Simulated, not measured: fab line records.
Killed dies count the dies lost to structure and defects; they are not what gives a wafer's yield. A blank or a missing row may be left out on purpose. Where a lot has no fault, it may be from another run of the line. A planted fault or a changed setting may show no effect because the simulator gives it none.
Which tool was responsible? | flow n5Finfet | 21 lots with 63 wafers sampled at 6 steps, on a route of 1938 steps

## WHAT THE GAUGES READ, wafer by wafer
The record lacks any reading of a measuring or inspecting step that a usual standard deviation could be used to judge.

## WHAT TOOL EACH LOT RAN ON (gives the tool, then ch and the chambers of the sampled wafers, and finally the start)
lot  | N5_BEOL_M1_ETCH_63                | N5_BEOL_M1_ETCH_64                | N5_BEOL_M1_ETCH_69                | N5_BEOL_M1_SPUTTER_88       | N5_BEOL_M1_SPUTTER_96       | N5_BEOL_M1_ANNEAL_51
L074 | rieDiel-06 ch 0,1,2, day 6 02:13  | rieDiel-06 ch 0,1,2, day 6 02:15  | rieDiel-02 ch 0,3, day 6 03:13    | pvdSputter-01, day 6 08:10  | pvdSputter-01, day 6 09:03  | rtpAnneal-02 ch 0, day 6 09:25
L075 | rieDiel-05 ch 1,2,3, day 6 09:59  | rieDiel-05 ch 1,2,3, day 6 10:01  | rieDiel-06 ch 2,3, day 6 11:02    | pvdSputter-02, day 6 13:46  | pvdSputter-02, day 6 14:39  | rtpAnneal-01 ch 0, day 6 15:01
L076 | rieDiel-05 ch 1,2,3, day 6 14:17  | rieDiel-05 ch 1,2,3, day 6 14:19  | rieDiel-05 ch 0,1,3, day 6 15:37  | pvdSputter-03, day 6 22:02  | pvdSputter-03, day 6 22:55  | rtpAnneal-02 ch 0, day 6 23:07
L077 | rieDiel-06 ch 0,2,3, day 6 17:08  | rieDiel-06 ch 0,2,3, day 6 17:10  | rieDiel-06 ch 0,1,3, day 6 18:15  | pvdSputter-02, day 6 22:25  | pvdSputter-02, day 6 23:17  | rtpAnneal-02 ch 0, day 6 23:29
L078 | rieDiel-02 ch 1,3, day 6 19:28    | rieDiel-02 ch 1,3, day 6 19:29    | rieDiel-05 ch 2,3, day 6 20:26    | pvdSputter-01, day 7 01:57  | pvdSputter-01, day 7 02:50  | rtpAnneal-02 ch 0, day 7 03:02
L079 | rieDiel-06 ch 1,2,3, day 7 04:49  | rieDiel-06 ch 1,2,3, day 7 04:50  | rieDiel-05 ch 1,2,3, day 7 05:40  | pvdSputter-02, day 7 10:11  | pvdSputter-02, day 7 11:04  | rtpAnneal-01 ch 0, day 7 11:16
L080 | rieDiel-05 ch 0,2,3, day 7 11:52  | rieDiel-05 ch 0,2,3, day 7 11:53  | rieDiel-05 ch 1,2,3, day 7 12:53  | pvdSputter-01, day 7 16:47  | pvdSputter-01, day 7 17:40  | rtpAnneal-01 ch 0, day 7 17:53
L081 | rieDiel-05 ch 1,2,3, day 7 23:53  | rieDiel-05 ch 1,2,3, day 7 23:54  | rieDiel-05 ch 1,2,3, day 8 00:59  | pvdSputter-02, day 8 04:30  | pvdSputter-02, day 8 05:23  | rtpAnneal-01 ch 0, day 8 05:34
L082 | rieDiel-02 ch 0,2,3, day 8 03:53  | rieDiel-02 ch 0,2,3, day 8 03:55  | rieDiel-05 ch 0,2, day 8 04:58    | pvdSputter-03, day 8 08:22  | pvdSputter-03, day 8 09:14  | rtpAnneal-01 ch 0, day 8 09:26
L083 | rieDiel-05 ch 0,2,3, day 8 14:33  | rieDiel-05 ch 0,2,3, day 8 14:35  | rieDiel-06 ch 1,2, day 8 15:25    | pvdSputter-03, day 9 09:18  | pvdSputter-03, day 9 10:11  | rtpAnneal-01 ch 0, day 9 10:22
L084 | rieDiel-05 ch 1,2, day 8 17:05    | rieDiel-05 ch 1,2, day 8 17:07    | rieDiel-05 ch 0,1,2, day 8 17:58  | pvdSputter-02, day 9 14:14  | pvdSputter-02, day 9 15:07  | rtpAnneal-02 ch 0, day 9 15:19
L085 | rieDiel-05 ch 0,1,3, day 9 00:54  | rieDiel-05 ch 0,1,3, day 9 00:56  | rieDiel-05 ch 0,1,2, day 9 01:46  | pvdSputter-01, day 9 14:36  | pvdSputter-01, day 9 15:29  | rtpAnneal-02 ch 0, day 9 15:48
L086 | rieDiel-02 ch 0,1,2, day 9 08:55  | rieDiel-02 ch 0,1,2, day 9 08:56  | rieDiel-06 ch 0,2,3, day 9 09:53  | pvdSputter-03, day 9 17:46  | pvdSputter-03, day 9 18:39  | rtpAnneal-01 ch 0, day 9 18:58
L087 | rieDiel-06 ch 1,3, day 9 10:33    | rieDiel-06 ch 1,3, day 9 10:35    | rieDiel-02 ch 0,1,3, day 9 11:31  | pvdSputter-02, day 9 22:19  | pvdSputter-02, day 9 23:11  | rtpAnneal-01 ch 0, day 9 23:31
L090 | rieDiel-02 ch 1,3, day 10 02:49   | rieDiel-02 ch 1,3, day 10 02:50   | rieDiel-05 ch 1,3, day 10 03:46   | pvdSputter-03, day 10 07:05 | pvdSputter-03, day 10 07:58 | rtpAnneal-01 ch 0, day 10 08:10
L091 | rieDiel-05 ch 0,1,3, day 10 06:21 | rieDiel-05 ch 0,1,3, day 10 06:22 | rieDiel-02 ch 1,2,3, day 10 07:13 | pvdSputter-01, day 10 10:50 | pvdSputter-01, day 10 11:43 | rtpAnneal-01 ch 0, day 10 11:57
L092 | rieDiel-06 ch 0,1,3, day 10 13:19 | rieDiel-06 ch 0,1,3, day 10 13:20 | rieDiel-02 ch 0,1, day 10 14:19   | pvdSputter-02, day 10 19:28 | pvdSputter-02, day 10 20:20 | rtpAnneal-02 ch 0, day 10 20:32
L093 | rieDiel-02 ch 0,1, day 10 21:37   | rieDiel-02 ch 0,1, day 10 21:38   | rieDiel-06 ch 0,3, day 10 22:37   | pvdSputter-01, day 11 05:34 | pvdSputter-01, day 11 06:26 | rtpAnneal-01 ch 0, day 11 06:41
L094 | rieDiel-05 ch 1,2, day 11 00:33   | rieDiel-05 ch 1,2, day 11 00:35   | rieDiel-06 ch 0,1,3, day 11 01:31 | pvdSputter-03, day 11 05:43 | pvdSputter-03, day 11 06:36 | rtpAnneal-02 ch 0, day 11 06:50
L095 | rieDiel-05 ch 0,1,3, day 11 04:02 | rieDiel-05 ch 0,1,3, day 11 04:04 | rieDiel-05 ch 0,2,3, day 11 05:07 | pvdSputter-02, day 12 03:44 | pvdSputter-02, day 12 04:37 | rtpAnneal-01 ch 0, day 12 04:49
L097 | rieDiel-06 ch 1,2,3, day 12 00:13 | rieDiel-06 ch 1,2,3, day 12 00:14 | rieDiel-06 ch 0,2,3, day 12 01:05 | pvdSputter-03, day 12 07:14 | pvdSputter-03, day 12 08:07 | rtpAnneal-02 ch 0, day 12 08:19
- N5_BEOL_M1_ETCH_63: etches SiARC in CF4, target depth 15.6 nm, time 26 s.
- N5_BEOL_M1_ETCH_64: etches SOC in N2/H2, target depth 75 nm, overetch 15 nm, time 112.5 s.
- N5_BEOL_M1_ETCH_69: etches SiARC in CF4, target depth 15.6 nm, time 26 s.
- N5_BEOL_M1_SPUTTER_88: material Cu, target thk 4.5 nm, time 8.29 s.
- N5_BEOL_M1_SPUTTER_96: material Cu, target thk 4.5 nm, time 8.29 s.
- N5_BEOL_M1_ANNEAL_51: time 90 s.

## AS READ BY THE TOOLS THEMSELVES (means over the sampled wafers that have a number; for cases with no such wafer, the mark the record gives instead)
N5_BEOL_M1_ETCH_63. Usual: drypumpMotorCurrentA is 5.6 A with standard deviation 0.51, etchRfOnTimeS is 25.9 s with standard deviation 0.57, mfcArSccm is 100.0 sccm with standard deviation 0.31, oesProductAu is 0.67 a.u. with standard deviation 0.073, rfVppV is 184.5 V with standard deviation 1.3, showerheadPlenumPTorr is 2.18 Torr with standard deviation 0.078, and throttleValvePct is 15.67 % with standard deviation 0.25.
lot  | tool       | drypumpMotorCurrentA (A) | etchRfOnTimeS (s) | mfcArSccm (sccm) | oesProductAu (a.u.) | rfVppV (V) | showerheadPlenumPTorr (Torr) | throttleValvePct (%) | flag
L074 | rieDiel-06 | 5.9                      | 25.8              | 100.0            | 0.67                | 184.1      | 2.15                         | 15.58                | 
L075 | rieDiel-05 | 5.4                      | 25.8              | 99.8             | 0.68                | 184.4      | 2.21                         | 15.63                | 
L076 | rieDiel-05 | 5.4                      | 26.1              | 99.5             | 0.67                | 184.9      | 2.21                         | 15.64                | 
L077 | rieDiel-06 | 5.8                      | 25.5              | 100.2            | 0.63                | 184.0      | 2.13                         | 15.68                | 
L078 | rieDiel-02 | 5.5                      | 25.8              | 100.2            | 0.63                | 184.3      | 2.16                         | 15.88                | 
L079 | rieDiel-06 | 6.3                      | 26.3              | 100.0            | 0.65                | 184.6      | 2.20                         | 15.56                | 
L080 | rieDiel-05 | 5.6                      | 25.6              | 99.9             | 0.63                | 184.6      | 2.16                         | 15.76                | 
L081 | rieDiel-05 | 5.4                      | 26.2              | 99.9             | 0.66                | 185.6      | 2.20                         | 15.65                | 
L082 | rieDiel-02 | 5.2                      | 26.3              | 99.9             | 0.70                | 184.9      | 2.25                         | 15.69                | 
L083 | rieDiel-05 | 5.6                      | 25.7              | 100.3            | 0.62                | 184.9      | 2.15                         | 15.76                | 
L084 | rieDiel-05 | 5.5                      | 26.1              | 100.0            | 0.70                | 184.5      | 2.18                         | 15.70                | 
L085 | rieDiel-05 | 5.8                      | 26.2              | 99.6             | 0.66                | 183.8      | 2.14                         | 15.63                | 
L086 | rieDiel-02 | 5.3                      | 25.6              | 100.0            | 0.76                | 185.4      | 2.25                         | 15.62                | 
L087 | rieDiel-06 | 6.6                      | 26.2              | 100.3            | 0.70                | 184.9      | 2.25                         | 15.34                | 
L090 | rieDiel-02 | 5.5                      | 25.5              | 99.7             | 0.69                | 184.6      | 2.23                         | 15.78                | 
L091 | rieDiel-05 | 5.8                      | 25.9              | 99.6             | 0.65                | 184.5      | 2.14                         | 15.64                | 
L092 | rieDiel-06 | 6.1                      | 26.2              | 100.0            | 0.65                | 184.5      | 2.17                         | 15.49                | 
L093 | rieDiel-02 | 5.3                      | 25.7              | 100.6            | 0.68                | 184.8      | 2.23                         | 15.89                | 
L094 | rieDiel-05 | 5.5                      | 26.1              | 99.9             | 0.68                | 184.3      | 2.18                         | 15.73                | 
L095 | rieDiel-05 | 5.8                      | 26.0              | 99.7             | 0.64                | 184.1      | 2.14                         | 15.66                | 
L097 | rieDiel-06 | 6.3                      | 26.1              | 100.0            | 0.70                | 184.2      | 2.19                         | 15.45                | 

N5_BEOL_M1_ETCH_64. Usual: drypumpMotorCurrentA 5.6 A, standard deviation 0.52; oesProductAu 0.62 a.u., standard deviation 0.066; rfVppV 525.3 V, standard deviation 2.6; showerheadPlenumPTorr 2.60 Torr, standard deviation 0.1; throttleValvePct 17.9 %, standard deviation 0.32.
lot  | tool       | drypumpMotorCurrentA (A) | oesProductAu (a.u.) | rfVppV (V) | showerheadPlenumPTorr (Torr) | throttleValvePct (%) | flag
L074 | rieDiel-06 | 5.9                      | 0.62                | 523.5      | 2.55                         | 17.8                 | 
L075 | rieDiel-05 | 5.4                      | 0.63                | 525.7      | 2.64                         | 18.0                 | 
L076 | rieDiel-05 | 5.4                      | 0.63                | 525.6      | 2.64                         | 18.0                 | 
L077 | rieDiel-06 | 5.8                      | 0.58                | 524.2      | 2.53                         | 17.8                 | 
L078 | rieDiel-02 | 5.5                      | 0.59                | 523.4      | 2.57                         | 18.2                 | 
L079 | rieDiel-06 | 6.3                      | 0.61                | 525.9      | 2.62                         | 17.8                 | 
L080 | rieDiel-05 | 5.6                      | 0.58                | 524.4      | 2.57                         | 18.1                 | 
L081 | rieDiel-05 | 5.4                      | 0.61                | 526.7      | 2.63                         | 18.0                 | 
L082 | rieDiel-02 | 5.2                      | 0.65                | 526.9      | 2.66                         | 17.8                 | 
L083 | rieDiel-05 | 5.6                      | 0.57                | 524.7      | 2.57                         | 18.1                 | 
L084 | rieDiel-05 | 5.5                      | 0.64                | 524.7      | 2.60                         | 18.1                 | 
L085 | rieDiel-05 | 5.8                      | 0.60                | 524.2      | 2.55                         | 17.9                 | 
L086 | rieDiel-02 | 5.3                      | 0.71                | 527.1      | 2.68                         | 17.8                 | 
L087 | rieDiel-06 | 6.6                      | 0.65                | 527.2      | 2.68                         | 17.6                 | 
L090 | rieDiel-02 | 5.5                      | 0.64                | 527.8      | 2.67                         | 18.1                 | 
L091 | rieDiel-05 | 5.8                      | 0.60                | 524.6      | 2.54                         | 17.9                 | 
L092 | rieDiel-06 | 6.1                      | 0.61                | 524.5      | 2.59                         | 17.7                 | 
L093 | rieDiel-02 | 5.4                      | 0.63                | 526.8      | 2.66                         | 18.1                 | 
L094 | rieDiel-05 | 5.5                      | 0.63                | 525.2      | 2.59                         | 18.1                 | 
L095 | rieDiel-05 | 5.8                      | 0.60                | 523.4      | 2.54                         | 17.9                 | 
L097 | rieDiel-06 | 6.3                      | 0.65                | 526.0      | 2.60                         | 17.7                 | 

N5_BEOL_M1_ETCH_69. Usual: drypumpMotorCurrentA is 5.6 A with standard deviation 0.5, etchRfOnTimeS is 26.0 s with standard deviation 0.58, mfcArSccm is 99.98 sccm with standard deviation 0.28, oesProductAu is 0.67 a.u. with standard deviation 0.075, rfVppV is 184.6 V with standard deviation 1.2, showerheadPlenumPTorr is 2.18 Torr with standard deviation 0.08, and throttleValvePct is 15.65 % with standard deviation 0.24.
lot  | tool       | drypumpMotorCurrentA (A) | etchRfOnTimeS (s) | mfcArSccm (sccm) | oesProductAu (a.u.) | rfVppV (V) | showerheadPlenumPTorr (Torr) | throttleValvePct (%) | flag
L074 | rieDiel-02 | 5.3                      | 26.0              | 100.13           | 0.64                | 184.6      | 2.23                         | 15.90                | 
L075 | rieDiel-06 | 6.3                      | 26.3              | 100.10           | 0.62                | 185.3      | 2.19                         | 15.62                | 
L076 | rieDiel-05 | 5.8                      | 26.0              | 99.86            | 0.66                | 183.8      | 2.15                         | 15.60                | 
L077 | rieDiel-06 | 6.1                      | 26.3              | 99.83            | 0.68                | 184.4      | 2.18                         | 15.43                | 
L078 | rieDiel-05 | 5.2                      | 26.0              | 100.21           | 0.63                | 184.7      | 2.22                         | 15.77                | 
L079 | rieDiel-05 | 5.4                      | 26.2              | 99.91            | 0.66                | 184.8      | 2.20                         | 15.64                | 
L080 | rieDiel-05 | 5.4                      | 25.9              | 100.09           | 0.67                | 184.3      | 2.20                         | 15.64                | 
L081 | rieDiel-05 | 5.4                      | 26.1              | 99.93            | 0.66                | 185.4      | 2.20                         | 15.65                | 
L082 | rieDiel-05 | 5.8                      | 25.2              | 99.93            | 0.62                | 183.2      | 2.09                         | 15.90                | 
L083 | rieDiel-06 | 6.4                      | 26.3              | 99.82            | 0.68                | 184.6      | 2.21                         | 15.50                | 
L084 | rieDiel-05 | 5.6                      | 25.9              | 99.90            | 0.65                | 184.0      | 2.13                         | 15.81                | 
L085 | rieDiel-05 | 5.6                      | 25.7              | 100.22           | 0.66                | 184.6      | 2.13                         | 15.81                | 
L086 | rieDiel-06 | 5.8                      | 26.0              | 99.99            | 0.61                | 183.7      | 2.12                         | 15.71                | 
L087 | rieDiel-02 | 5.4                      | 25.7              | 100.26           | 0.70                | 185.7      | 2.23                         | 15.82                | 
L090 | rieDiel-05 | 5.7                      | 26.2              | 99.85            | 0.69                | 184.0      | 2.19                         | 15.53                | 
L091 | rieDiel-02 | 5.4                      | 25.7              | 99.62            | 0.75                | 185.2      | 2.25                         | 15.58                | 
L092 | rieDiel-02 | 5.5                      | 25.5              | 100.05           | 0.76                | 185.4      | 2.24                         | 15.76                | 
L093 | rieDiel-06 | 5.6                      | 26.5              | 99.89            | 0.62                | 183.9      | 2.10                         | 15.62                | 
L094 | rieDiel-06 | 6.1                      | 26.7              | 100.01           | 0.65                | 184.0      | 2.17                         | 15.49                | 
L095 | rieDiel-05 | 5.6                      | 26.2              | 99.80            | 0.60                | 184.5      | 2.15                         | 15.80                | 
L097 | rieDiel-06 | 5.8                      | 26.1              | 100.18           | 0.67                | 183.6      | 2.12                         | 15.58                | 

N5_BEOL_M1_SPUTTER_88. Usual: susceptorTempC -19.99 C, standard deviation 0.098; throttleValvePct 30.2 %, standard deviation 1.3.
lot  | tool          | susceptorTempC (C) | throttleValvePct (%) | flag
L074 | pvdSputter-01 | -19.96             | 31.0                 | 
L075 | pvdSputter-02 | -20.01             | 30.8                 | 
L076 | pvdSputter-03 | -19.98             | 30.7                 | 
L077 | pvdSputter-02 | -19.99             | 31.3                 | 
L078 | pvdSputter-01 | -20.10             | 30.8                 | 
L079 | pvdSputter-02 | -20.08             | 30.9                 | 
L080 | pvdSputter-01 | -20.00             | 30.1                 | 
L081 | pvdSputter-02 | -20.01             | 29.7                 | 
L082 | pvdSputter-03 | -20.11             | 30.7                 | 
L083 | pvdSputter-03 | -20.01             | 30.1                 | 
L084 | pvdSputter-02 | -20.01             | 30.0                 | 
L085 | pvdSputter-01 | -20.00             | 29.9                 | 
L086 | pvdSputter-03 | -19.99             | 30.1                 | 
L087 | pvdSputter-02 | -19.97             | 29.7                 | 
L090 | pvdSputter-03 | -19.92             | 30.4                 | 
L091 | pvdSputter-01 | -19.99             | 30.2                 | 
L092 | pvdSputter-02 | -19.99             | 30.0                 | 
L093 | pvdSputter-01 | -20.02             | 29.7                 | 
L094 | pvdSputter-03 | -20.02             | 30.3                 | 
L095 | pvdSputter-02 | -19.95             | 29.8                 | 
L097 | pvdSputter-03 | -20.05             | 30.4                 | 

N5_BEOL_M1_SPUTTER_96. Usual: susceptorTempC -20.01 C, standard deviation 0.1; throttleValvePct 30.2 %, standard deviation 1.3.
lot  | tool          | susceptorTempC (C) | throttleValvePct (%) | flag
L074 | pvdSputter-01 | -20.01             | 30.8                 | 
L075 | pvdSputter-02 | -19.99             | 31.0                 | 
L076 | pvdSputter-03 | -20.00             | 30.5                 | 
L077 | pvdSputter-02 | -19.98             | 31.3                 | 
L078 | pvdSputter-01 | -20.04             | 30.9                 | 
L079 | pvdSputter-02 | -20.00             | 30.6                 | 
L080 | pvdSputter-01 | -20.19             | 30.3                 | 
L081 | pvdSputter-02 | -20.01             | 29.7                 | 
L082 | pvdSputter-03 | -20.03             | 30.6                 | 
L083 | pvdSputter-03 | -19.94             | 29.9                 | 
L084 | pvdSputter-02 | -19.99             | 30.1                 | 
L085 | pvdSputter-01 | -19.95             | 30.1                 | 
L086 | pvdSputter-03 | -20.04             | 30.1                 | 
L087 | pvdSputter-02 | -20.00             | 29.6                 | 
L090 | pvdSputter-03 | -20.01             | 30.4                 | 
L091 | pvdSputter-01 | -20.04             | 30.1                 | 
L092 | pvdSputter-02 | -19.97             | 30.0                 | 
L093 | pvdSputter-01 | -19.94             | 29.7                 | 
L094 | pvdSputter-03 | -20.00             | 30.4                 | 
L095 | pvdSputter-02 | -19.86             | 29.8                 | 
L097 | pvdSputter-03 | -19.90             | 30.5                 | 

N5_BEOL_M1_ANNEAL_51. Usual: annealTempCMax 226.0, standard deviation 0.33; wafer_temp_C_max 226.0, standard deviation 0.44.
lot  | tool         | annealTempCMax | wafer_temp_C_max | flag
L074 | rtpAnneal-02 | 225.7          | 225.5            | 
L075 | rtpAnneal-01 | 226.3          | 226.4            | 
L076 | rtpAnneal-02 | 225.7          | 225.7            | 
L077 | rtpAnneal-02 | 225.5          | 225.7            | 
L078 | rtpAnneal-02 | 225.8          | 225.5            | 
L079 | rtpAnneal-01 | 226.0          | 226.3            | 
L080 | rtpAnneal-01 | 226.1          | 225.9            | 
L081 | rtpAnneal-01 | 226.3          | 226.6            | 
L082 | rtpAnneal-01 | 226.2          | 226.4            | 
L083 | rtpAnneal-01 | 226.2          | 226.6            | 
L084 | rtpAnneal-02 | 225.9          | 225.8            | 
L085 | rtpAnneal-02 | 225.8          | 225.6            | 
L086 | rtpAnneal-01 | 226.3          | 226.4            | 
L087 | rtpAnneal-01 | 226.2          | 226.3            | 
L090 | rtpAnneal-01 | 225.9          | 226.2            | 
L091 | rtpAnneal-01 | 226.2          | 226.7            | 
L092 | rtpAnneal-02 | 225.7          | 225.7            | 
L093 | rtpAnneal-01 | 226.3          | 226.6            | 
L094 | rtpAnneal-02 | 225.9          | 225.5            | 
L095 | rtpAnneal-01 | 226.3          | 226.0            | 
L097 | rtpAnneal-02 | 225.6          | 225.5            | 

## THE ANSWER, worked out from the rows above alone
Rule: a lot is off if the mean of its wafers that have a number lies more than 3 standard deviations from the usual mean. Also off: a lot with no number at a reading for which 4 or more lots have one. The other lots that the step has rows for count as sound. First the gauges in route order, then the tools' own readings, where a lot's mean is used as printed above. The first step at which some lot is off is used, and at that step the reading that is off furthest; a lot without a number counts as furthest.
Across all readings shown, no lot is off: no conclusion can be drawn from this.

## WHAT HAD BEEN PUT IN BY THE SIMULATOR
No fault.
